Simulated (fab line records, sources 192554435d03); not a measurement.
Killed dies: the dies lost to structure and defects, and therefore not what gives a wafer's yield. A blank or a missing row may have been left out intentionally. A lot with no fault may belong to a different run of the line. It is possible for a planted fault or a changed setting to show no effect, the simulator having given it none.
Struck lot and sound lot, side by side ; flow n5_finfet ; 16 out of 1938 route steps
Sound: these wafers, L799.1, L799.3, L799.5. Struck: wafers L807.1, L807.4, L807.5. Last of all comes the cause.
At each step with rows: each side's tool, then ch and its chambers, then its first start. Under that, the readings that differ: sound wafers ; struck wafers ; difference of the means ; sigmas: that difference in standard deviations of wafers without a fault.
alike: a reading whose means differ by less than 2 such deviations, as well as words and numbers matching on both sides. not compared: withheld readings; readings where some wafer has no value; bounds like >300 that might hide an equal value; numbers whose values overlap and for which the record gives no deviation.
Wherever a step has rows on one side only, a row that says differs or no value, or a row with sigmas, the two part there. When numbers do not overlap yet have no deviation, they are printed without sigmas and do not part them. Lack of a reading on every wafer of one side parts them only where that side has two or more wafers.

N5_FIN_CUT_INSPECT_10: inspects for defects (brightfield).
  sound on defect_inspect-01 at day 3 04:43; struck on defect_inspect-01 at day 5 05:47
  alike: raw_defect_count
then, 7 steps without rows for these wafers: N5_FIN_CUT_DESCUM_13 (chemistry O2, time 7 s); N5_FIN_CUT_ETCH_30 (etches underlayer in N2/H2, target depth 13 nm, time 10.4 s); N5_FIN_CUT_ETCH_20 (etches SiARC in CF4, target depth 26 nm, time 43.3 s); N5_FIN_CUT_ETCH_21 (etches SOC in N2/H2, target depth 219 nm, overetch 43.8 nm, time 523.5 s); N5_FIN_CUT_STRIP_23 (strips in N2/H2); N5_FIN_CUT_STRIP_31 (strips in N2/H2); N5_FIN_CUT_STRIP_24 (strips in CF4).
N5_FIN_CUT_CUT_ETCH_26: etches SiNx in CH3F/O2, target depth 39 nm, time 55.7 s.
  sound on rie_diel-03 ch 0,2,3, day 3 05:17; struck on rie_diel-04 ch 2,3, day 5 06:16
  alike: drypump_motor_current_A, mfc_ar_sccm, oes_product_au, rf_vpp_V, showerhead_plenum_p_Torr, throttle_valve_pct
  not compared: rf_hours_counter_h
N5_FIN_CUT_CUT_ETCH_27: etches SiO2 in CHF3/O2, target depth 4 nm, overetch 2 nm, time 4.9 s.
  sound on rie_diel-03 ch 0,2,3, day 3 05:20; struck on rie_diel-04 ch 2,3, day 5 06:19
  alike: drypump_motor_current_A, mfc_ar_sccm, oes_product_au, rf_vpp_V, showerhead_plenum_p_Torr, throttle_valve_pct
  not compared: rf_hours_counter_h
N5_FIN_CUT_PRECLEAN_35: cleans in vHF, time 13.3 s.
  sound on vapor_etch-02 ch 1, day 3 05:24; struck on vapor_etch-02 ch 0,1, day 5 06:23
  alike: drypump_motor_current_A
N5_FIN_CUT_CUT_ETCH_15: etches Si in HBr/Cl2/O2, target depth 100 nm, bt time 10 s, time 42.4 s.
  sound on rie_si-03 ch 0,3, day 3 05:29; struck on rie_si-03 ch 1,2,3, day 5 06:28
  alike: drypump_motor_current_A, oes_product_au, throttle_valve_pct
  not compared: rf_hours_counter_h
N5_FIN_CUT_CUT_ETCH_28: etches Si in HBr/Cl2/O2, target depth 6 nm, time 2.4 s.
  sound on rie_si-03 ch 0,3, day 3 05:32; struck on rie_si-03 ch 1,2,3, day 5 06:31
reading;sound;struck;difference;sigmas
model.etch.depth_nm (nm);5.961 6.003 5.98;5.142 5.212 5.18;-0.803;
  alike: drypump_motor_current_A, oes_product_au, throttle_valve_pct
  not compared: rf_hours_counter_h
N5_FIN_CUT_STRIP_22: strips in N2/H2.
  sound on rie_diel-03 ch 1,3, day 3 05:36; struck on rie_diel-03 ch 0,2, day 5 06:35
  alike: drypump_motor_current_A, oes_product_au, rf_vpp_V, showerhead_plenum_p_Torr, throttle_valve_pct
  not compared: rf_hours_counter_h
-- the record jumps here: 6 days lie between the struck wafers' starts before and after (it left off in module FIN_CUT and takes up again in module BEOL_M4, whose first step shown is number 1111 of the route) --
N5_BEOL_M4_RC_MEAS_101:
  sound on prober-01 ch 0, day 8 23:05; struck on prober-02 ch 0, day 11 00:00
reading;sound;struck;difference;sigmas
ION_N (uA/um);686 681 682;656 670 663;-20;-2
  alike: DIBL_N, DIBL_P, IOFF_N, IOFF_P, ION_P, SS_N, SS_P, VT_N, VT_P
following that, these wafers have no rows for 1 step: N5_PASSIVATION_PROBE_49.

WHERE THEY PART
Only at N5_BEOL_M4_RC_MEAS_101, within this record.

WHY: the cause the simulator had injected
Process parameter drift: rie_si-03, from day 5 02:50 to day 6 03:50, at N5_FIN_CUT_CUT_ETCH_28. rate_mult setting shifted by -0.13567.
